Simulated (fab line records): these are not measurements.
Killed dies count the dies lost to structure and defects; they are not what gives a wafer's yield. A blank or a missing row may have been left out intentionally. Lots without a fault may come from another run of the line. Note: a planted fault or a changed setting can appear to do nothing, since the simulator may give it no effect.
Matching of chambers	flow n5_finfet	4 sister chambers for N5_GATE_CUT_STRIP_59 on rie_diel-02
The step strips in N2/H2, time 20 s. 16 wafers are shown with their chamber, then 8 later ones without.

## EACH WAFER AND ITS CHAMBER
wafer	chamber	drypump_motor_current_A (A)	showerhead_plenum_p_Torr (Torr)	throttle_valve_pct (%)
L075.1	0	5.7	3.32	12.41
L075.2	1	5.2	3.23	12.46
L075.5	2	6.4	3.33	12.58
L079.3	2	6.4	3.32	12.61
L079.4	3	6.2	3.23	12.42
L079.6	1	5.2	3.22	12.48
L080.3	2	6.5	3.32	12.60
L080.4	2	6.4	3.32	12.60
L080.5	1	5.2	3.22	12.48
L083.3	2	6.5	3.32	12.62
L083.5	0	5.6	3.31	11.82
L083.6	1	5.2	3.22	12.49
L087.1	3	6.2	3.22	12.47
L087.2	0	5.6	3.30	11.84
L087.3	1	5.2	3.21	12.54
L088.1	2	6.5	3.31	12.00

SIGNATURES (means of the wafers above)
reading	chamber 0	chamber 1	chamber 2	chamber 3	scatter within a chamber
drypump_motor_current_A	5.633	5.200	6.450	6.200	0.0425
showerhead_plenum_p_Torr	3.3100	3.2200	3.3200	3.2250	0.00736
throttle_valve_pct	12.0233	12.4900	12.5017	12.4450	0.211
Rule: a wafer lies at a distance from a chamber equal to the root of the sum of squares, over the readings, of (its reading less the chamber's mean, divided by the reading's scatter). The wafer belongs to the nearest chamber; if the next one is less than 2 further off, it can't be placed. The scatter: the root of (the sum of the squares of (reading less its chamber's mean) over the shown wafers, divided by (wafers less chambers)).

## WAFERS WITH NO CHAMBER GIVEN
wafer	drypump_motor_current_A (A)	showerhead_plenum_p_Torr (Torr)	throttle_valve_pct (%)
L088.4	5.2	3.21	12.56
L088.6	6.5	3.31	12.00
L095.2	5.6	3.30	11.88
L095.3	6.4	3.31	12.03
L095.4	5.2	3.20	12.57
L092.4	5.2	3.20	12.58
L092.5	5.2	3.20	12.58
L092.6	6.4	3.31	12.02

## WHICH CHAMBER EACH ONE RAN IN
wafer	from the rows above	in truth
L088.4	1	1
L088.6	2	2
L095.2	0	0
L095.3	2	2
L095.4	1	1
L092.4	1	1
L092.5	1	1
L092.6	2	2
Correctly placed: 8 of 8. Can't be placed from these rows: 0. Wrongly placed: 0.
